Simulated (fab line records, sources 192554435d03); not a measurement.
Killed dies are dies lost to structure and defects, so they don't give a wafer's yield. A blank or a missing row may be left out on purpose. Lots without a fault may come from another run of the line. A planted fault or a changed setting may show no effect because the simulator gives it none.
Chamber matching | flow n5_finfet | N5_GATE_CUT_PECVD_57 on pecvd-04: 3 sister chambers
The step deposits SiNx from SiH4/NH3/N2, target thk 21 nm. 3 wafers are shown with their chamber, then 9 later ones without.

WAFERS WITH THEIR CHAMBER
wafer  | chamber | showerhead_plenum_p_Torr (Torr)
L084.1 | 0       | 5.13
L084.2 | 2       | 5.08
L084.3 | 1       | 5.04

WAFERS WITHOUT THEIR CHAMBER
wafer  | showerhead_plenum_p_Torr (Torr)
L087.3 | 5.08
L087.4 | 5.08
L087.5 | 5.05
L093.3 | 5.15
L093.4 | 5.15
L093.5 | 5.07
L096.1 | 5.06
L096.2 | 5.05
L096.6 | 5.15

WHICH CHAMBER EACH WENT THROUGH
wafer  | from the rows above     | in truth
L087.3 | 2                       | 2
L087.4 | 2                       | 2
L087.5 | can't be placed: 1 or 2 | 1
L093.3 | 0                       | 0
L093.4 | 0                       | 0
L093.5 | can't be placed: 2 or 1 | 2
L096.1 | can't be placed: 1 or 2 | 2
L096.2 | can't be placed: 1 or 2 | 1
L096.6 | 0                       | 0
Placed correctly: 5 of 9. Can't be placed from these rows: 4 (the true chamber is among the candidates in 4). Placed wrongly: 0.
How it was worked out, from the rows above alone: a wafer's distance from a chamber is the root of the sum, over the readings, of the square of ((its reading less the chamber's mean) divided by the reading's scatter). The wafer belongs to the nearest chamber; if the next one is less than 2 further off, it can't be placed. A chamber's mean is the mean of its shown wafers. The scatter: with one shown wafer a chamber, the root of the mean of the squares of how far each hidden wafer lies from its nearest shown one.
